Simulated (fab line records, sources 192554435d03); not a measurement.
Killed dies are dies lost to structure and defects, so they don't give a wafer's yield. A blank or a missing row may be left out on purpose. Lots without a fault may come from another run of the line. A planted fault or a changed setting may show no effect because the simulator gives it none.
Which tool did it? | flow n5_finfet | 24 lots, 72 wafers sampled, at 3 steps of a route of 1938

WHAT THE GAUGES READ, wafer by wafer
N5_DUMMY_GATE_INSPECT_17: inspects for defects (brightfield). Usual: raw_defect_count 193, standard deviation 60.
lot  | measured    | on                | raw_defect_count | flag
L074 | day 2 21:32 | defect_inspect-01 | 228 188 266      |
L075 | day 3 03:08 | defect_inspect-02 | 196 143 160      |
L076 | day 3 11:48 | defect_inspect-01 | 238 199 272      |
L077 | day 3 15:59 | defect_inspect-02 | 160 119 174      |
L078 | day 3 21:28 | defect_inspect-02 | 148 126 154      |
L079 | day 4 04:35 | defect_inspect-01 | 231 167 251      |
L080 | day 4 11:59 | defect_inspect-01 | 193 141 172      |
L081 | day 4 18:23 | defect_inspect-02 | 122 173 138      |
L082 | day 4 20:47 | defect_inspect-01 | 134 114 115      |
L083 | day 5 04:35 | defect_inspect-01 | 227 290 178      |
L084 | day 5 08:40 | defect_inspect-01 | 158 211 171      |
L085 | day 5 15:12 | defect_inspect-01 | 148 141 124      |
L086 | day 5 22:00 | defect_inspect-01 | 186 186 360      |
L087 | day 6 03:49 | defect_inspect-02 | 128 96 215       |
L088 | day 6 08:48 | defect_inspect-02 | 144 153 111      |
L089 | day 6 18:09 | defect_inspect-02 | 264 290 192      |
L090 | day 6 23:36 | defect_inspect-02 | 162 167 194      |
L091 | day 7 05:52 | defect_inspect-02 | 251 200 178      |
L093 | day 7 17:56 | defect_inspect-02 | 207 198 234      |
L092 | day 7 21:51 | defect_inspect-01 | 399 247 287      |
L094 | day 8 01:45 | defect_inspect-02 | 203 173 157      |
L095 | day 8 03:57 | defect_inspect-02 | 169 100 194      |
L096 | day 8 09:54 | defect_inspect-01 | 195 222 226      |
L097 | day 8 15:23 | defect_inspect-02 | 112 208 202      |

WHICH TOOL RAN EACH LOT (tool, then ch and the chambers of the sampled wafers, then the start)
lot  | N5_STI_FIN_REVEAL_ALD_14         | N5_STI_FIN_REVEAL_OXIDATION_31
L074 | ald_sin-01 ch 0,1,3, day 2 03:49 | plasma_asher-01 ch 0, day 2 12:20
L075 | ald_sin-01 ch 0,2,3, day 2 09:34 | plasma_asher-02 ch 0,1, day 2 17:48
L076 | ald_sin-03 ch 2,3, day 2 17:07   | plasma_asher-01 ch 0,1, day 3 01:19
L077 | ald_sin-04 ch 0,1,3, day 2 22:12 | plasma_asher-01 ch 0,1, day 3 06:26
L078 | ald_sin-01 ch 1,3, day 3 03:30   | plasma_asher-01 ch 0,1, day 3 12:08
L079 | ald_sin-04 ch 0,1,2, day 3 09:11 | plasma_asher-01 ch 0,1, day 3 17:26
L080 | ald_sin-03 ch 0,1,2, day 3 16:28 | plasma_asher-02 ch 0,1, day 4 00:49
L081 | ald_sin-03 ch 0,1,3, day 3 21:10 | plasma_asher-01 ch 0,1, day 4 05:17
L082 | ald_sin-03 ch 1,2,3, day 4 03:26 | plasma_asher-01 ch 0,1, day 4 11:27
L083 | ald_sin-01 ch 2,3, day 4 09:37   | plasma_asher-02 ch 0, day 4 17:40
L084 | ald_sin-04 ch 2,3, day 4 15:00   | plasma_asher-02 ch 0,1, day 4 23:01
L085 | ald_sin-04 ch 2,3, day 4 21:43   | plasma_asher-02 ch 0,1, day 5 05:46
L086 | ald_sin-03 ch 0,2,3, day 5 04:11 | plasma_asher-01 ch 0,1, day 5 12:41
L087 | ald_sin-04 ch 1,3, day 5 10:35   | plasma_asher-02 ch 0,1, day 5 18:37
L088 | ald_sin-04 ch 1,2,3, day 5 15:24 | plasma_asher-02 ch 0,1, day 5 23:26
L089 | ald_sin-01 ch 1,2,3, day 6 00:46 | plasma_asher-01 ch 0,1, day 6 08:46
L090 | ald_sin-04 ch 0,2,3, day 6 06:13 | plasma_asher-02 ch 0,1, day 6 14:13
L091 | ald_sin-01 ch 0,3, day 6 09:35   | plasma_asher-02 ch 0,1, day 6 19:17
L093 | ald_sin-04 ch 1,2,3, day 7 00:44 | plasma_asher-02 ch 0,1, day 7 08:43
L092 | ald_sin-03 ch 1,2,3, day 7 02:09 | plasma_asher-02 ch 0,1, day 7 11:17
L094 | ald_sin-03 ch 1,2,3, day 7 05:01 | plasma_asher-01 ch 0,1, day 7 13:13
L095 | ald_sin-01 ch 0,1, day 7 09:28   | plasma_asher-02 ch 0,1, day 7 17:32
L096 | ald_sin-01 ch 0,1,2, day 7 16:19 | plasma_asher-02 ch 0, day 8 00:19
L097 | ald_sin-03 ch 0,1, day 7 21:43   | plasma_asher-02 ch 0,1, day 8 05:48
- N5_STI_FIN_REVEAL_ALD_14: deposits Si3N4, target thk 3 nm.
- N5_STI_FIN_REVEAL_OXIDATION_31: chemistry O2 PLASMA REMOTE, time 20 s.

WHAT THE TOOLS THEMSELVES READ (means of the sampled wafers that have a number; where no wafer has one, the mark that the record gives instead)
N5_STI_FIN_REVEAL_ALD_14. Usual: heater_power_w 815 W, standard deviation 84.
lot  | tool       | heater_power_w (W) | flag
L074 | ald_sin-01 | 817                |
L075 | ald_sin-01 | 827                |
L076 | ald_sin-03 | 800                |
L077 | ald_sin-04 | 761                |
L078 | ald_sin-01 | 865                |
L079 | ald_sin-04 | 746                |
L080 | ald_sin-03 | 888                |
L081 | ald_sin-03 | 848                |
L082 | ald_sin-03 | 814                |
L083 | ald_sin-01 | 892                |
L084 | ald_sin-04 | 783                |
L085 | ald_sin-04 | 783                |
L086 | ald_sin-03 | 859                |
L087 | ald_sin-04 | 805                |
L088 | ald_sin-04 | 785                |
L089 | ald_sin-01 | 880                |
L090 | ald_sin-04 | 741                |
L091 | ald_sin-01 | 777                |
L093 | ald_sin-04 | 794                |
L092 | ald_sin-03 | 823                |
L094 | ald_sin-03 | 811                |
L095 | ald_sin-01 | 750                |
L096 | ald_sin-01 | 795                |
L097 | ald_sin-03 | 848                |

N5_STI_FIN_REVEAL_OXIDATION_31. Usual: drypump_motor_current_A 5.8 A, standard deviation 0.53; heater_power_w 160 W, standard deviation 19.
lot  | tool            | drypump_motor_current_A (A) | heater_power_w (W) | flag
L074 | plasma_asher-01 | 6.2                         | 144                |
L075 | plasma_asher-02 | 5.9                         | 174                |
L076 | plasma_asher-01 | 5.8                         | 143                |
L077 | plasma_asher-01 | 5.8                         | 140                |
L078 | plasma_asher-01 | 5.8                         | 141                |
L079 | plasma_asher-01 | 5.3                         | 137                |
L080 | plasma_asher-02 | 6.2                         | 179                |
L081 | plasma_asher-01 | 5.4                         | 138                |
L082 | plasma_asher-01 | 5.8                         | 141                |
L083 | plasma_asher-02 | 5.7                         | 168                |
L084 | plasma_asher-02 | 6.1                         | 178                |
L085 | plasma_asher-02 | 5.9                         | 173                |
L086 | plasma_asher-01 | 5.8                         | 142                |
L087 | plasma_asher-02 | 5.9                         | 176                |
L088 | plasma_asher-02 | 5.9                         | 173                |
L089 | plasma_asher-01 | 5.3                         | 139                |
L090 | plasma_asher-02 | 5.9                         | 170                |
L091 | plasma_asher-02 | 6.1                         | 177                |
L093 | plasma_asher-02 | 5.9                         | 169                |
L092 | plasma_asher-02 | 6.1                         | 181                |
L094 | plasma_asher-01 | 5.8                         | 144                |
L095 | plasma_asher-02 | 6.1                         | 180                |
L096 | plasma_asher-02 | 5.7                         | 168                |
L097 | plasma_asher-02 | 5.9                         | 173                |

THE ANSWER, worked out from the rows above alone
Rule: a lot is off if the mean of its wafers that have a number lies more than 3 standard deviations from the usual mean. A lot without any number at a reading at which 4 lots or more have one is off too. The other lots that the step has rows for count as sound. The gauges are gone through in route order, then the tools' own readings, and for those a lot's mean is taken as printed above. The first step at which some lot is off is used, and at that step the reading that is off furthest; a lot without a number counts as furthest.
No lot is off at any reading shown: from this, nothing can be told.

WHAT THE SIMULATOR HAD PUT IN
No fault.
